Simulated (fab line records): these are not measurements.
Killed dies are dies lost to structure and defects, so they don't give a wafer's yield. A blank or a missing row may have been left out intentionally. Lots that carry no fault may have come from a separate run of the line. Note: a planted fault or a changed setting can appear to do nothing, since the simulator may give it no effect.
Matching of chambers -- flow nand_harc -- NHARC_A_BLC_ETCH_18 on rie_diel-08 has 4 sister chambers
The step etches the open film in C4F8/O2/Ar, target depth 910 nm. 14 wafers are shown with their chamber, then 7 later ones without.

== WAFERS PAIRED WITH THEIR CHAMBERS ==
wafer,chamber,rf_vpp_V (V),oes_product_au (a.u.)
L211.2,2,969,0.924
L211.3,1,977,0.936
L211.5,0,984,0.924
L215.2,1,975,0.972
L215.3,0,984,0.980
L215.4,3,973,0.984
L218.1,0,985,0.913
L218.3,1,976,0.941
L218.5,1,977,0.937
L219.1,2,970,0.936
L219.3,0,983,0.930
L219.6,2,969,0.929
L222.1,2,970,0.960
L222.3,0,984,0.960

SIGNATURES, as means of the wafers listed above
reading,chamber 0,chamber 1,chamber 2,chamber 3,scatter within a chamber
rf_vpp_V,984.00,976.25,969.50,973.00,0.758
oes_product_au,0.94140,0.94650,0.93725,0.98400,0.0217
Rule: for a wafer and a chamber, the distance is found by dividing, reading by reading, the gap between the wafer's reading and the chamber's mean by the reading's scatter, squaring, summing and taking the root. If the next closest chamber is less than 2 further off than the closest, the wafer can't be placed; otherwise it belongs to the closest. The scatter is the square root of a quotient: the sum, over the shown wafers, of each reading's squared deviation from its chamber's mean, divided by wafers minus chambers.

== WAFERS WITHOUT THEIR CHAMBER ==
wafer,rf_vpp_V (V),oes_product_au (a.u.)
L222.6,970,0.968
L225.1,976,0.950
L225.3,983,0.916
L225.6,978,0.939
L230.1,983,0.912
L230.2,977,0.987
L230.4,971,0.980

== EACH ONE'S CHAMBER ==
wafer,from the rows above,in truth
L222.6,2,2
L225.1,1,1
L225.3,0,0
L225.6,1,1
L230.1,0,0
L230.2,1,1
L230.4,can't be placed: 3 or 2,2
Placed correctly: 6 of 7. Can't be placed from these rows: 1 (the true chamber is among the candidates in 1). Wrongly placed: 0.
